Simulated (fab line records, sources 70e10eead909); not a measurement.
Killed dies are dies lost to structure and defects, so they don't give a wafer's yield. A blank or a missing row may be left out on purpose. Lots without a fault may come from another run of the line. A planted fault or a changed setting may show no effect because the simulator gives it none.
A struck lot beside a sound one | flow nand_harc | 14 steps out of a route of 1302
Sound: wafers L441.1, L441.4, L441.5. Struck: wafer L449.6. (L449.1, L449.4 of the same lot were not struck and are left out.) The cause comes at the end.
At each step with rows: each side's tool, then ch and its chambers, then its first start. Under that, the readings that differ: sound wafers | struck wafers | difference of the means | sigmas: that difference in standard deviations of wafers without a fault.
alike: readings whose means differ by less than 2 such deviations, and words and numbers that are the same on both sides. not compared: withheld readings, readings that some wafer has no value for, bounds like >300 that may hide the same value, and numbers for which the record gives no deviation and whose values overlap.
The two part at a step that has a row with sigmas, a row that says differs or no value, or rows on one side only. Numbers that don't overlap but have no deviation are shown without sigmas and don't part them. A reading that every wafer of one side lacks parts them only if that side has two wafers or more.

NHARC_P_M1_CMP_23: polishes, t overpolish 20 s, target thk 157.82 nm.
  sound on cmp-01 ch 0,1,3, day 6 21:01; struck on cmp-03 ch 3, day 10 03:36
  alike: motor_current_A, time_to_endpoint_s
NHARC_P_M1_THK_MEAS_24: measures by xrf.
  sound on film_metro-02, day 6 21:17; struck on film_metro-01, day 10 03:52
  alike: thk_nm
then, 1 step without rows for these wafers: NHARC_P_M1_SRD_25.
NHARC_P_M1_INSPECT_27:
  sound on defect_inspect-02, day 6 21:27; struck on defect_inspect-01, day 10 04:01
  alike: raw_defect_count
NHARC_P_M1_PRE_CLEAN_32: time 12 s.
  sound on pecvd-04 ch 0,1, day 6 21:32; struck on pecvd-04 ch 2, day 10 04:06
  alike: heater_power_w
NHARC_P_M1_DEP_33: deposits SiCN, target thk 30 nm.
  sound on pecvd-04 ch 0,1, day 6 21:38; struck on pecvd-04 ch 2, day 10 04:13
  alike: heater_power_w
then, 5 steps without rows for these wafers: NHARC_P_M2_DEP_00 (deposits SiOC, target thk 182.5 nm); NHARC_P_M2_DEHYDRATE_01 (time 120 s); NHARC_P_M2_HMDS_02 (time 30 s); NHARC_P_M2_COAT_34 (time 65 s); NHARC_P_M2_COAT_03 (resist thk 90 nm).
NHARC_P_M2_SOFTBAKE_04: time 55 s.
  sound on litho_track-06 ch 0, day 6 22:00; struck on litho_track-01 ch 0, day 10 05:00
  reading                  | sound                | struck | difference | sigmas
  heater_power_total_W (W) | 188.52 188.34 188.52 | 323.12 | +134.66    | +99 or more
then, 1 step without rows for these wafers: NHARC_P_M2_EBR_05.
-- the record jumps here: 18 days lie between the struck wafers' starts before and after (it left off in module P_M2 and takes up again in module END, whose first step shown is number 1302 of the route) --
NHARC_END_SORT_01:
  sound on prober-01 ch 0, day 24 16:31; struck on prober-02 ch 0, day 28 02:13
  reading                | sound    | struck | difference | sigmas
  sort_rim_yield_pct (%) | 85 83 90 | 98     | +12        | +3
  alike: defect_limited_yield, killed_at_array, killed_at_other, killed_at_periphery, killed_dies, killed_open, killed_short, sort_bin_2_pct, sort_bin_3_pct, sort_bin_4_pct, sort_n_pass, sort_yield_pct

WHERE THEY PART
First at NHARC_P_M2_SOFTBAKE_04; last, within this record, at NHARC_END_SORT_01.

WHY: what the simulator had put in
Process parameter drift: litho_track-01, from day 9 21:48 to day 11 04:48, at NHARC_P_M2_SOFTBAKE_04. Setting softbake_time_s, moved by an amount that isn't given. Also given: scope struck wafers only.
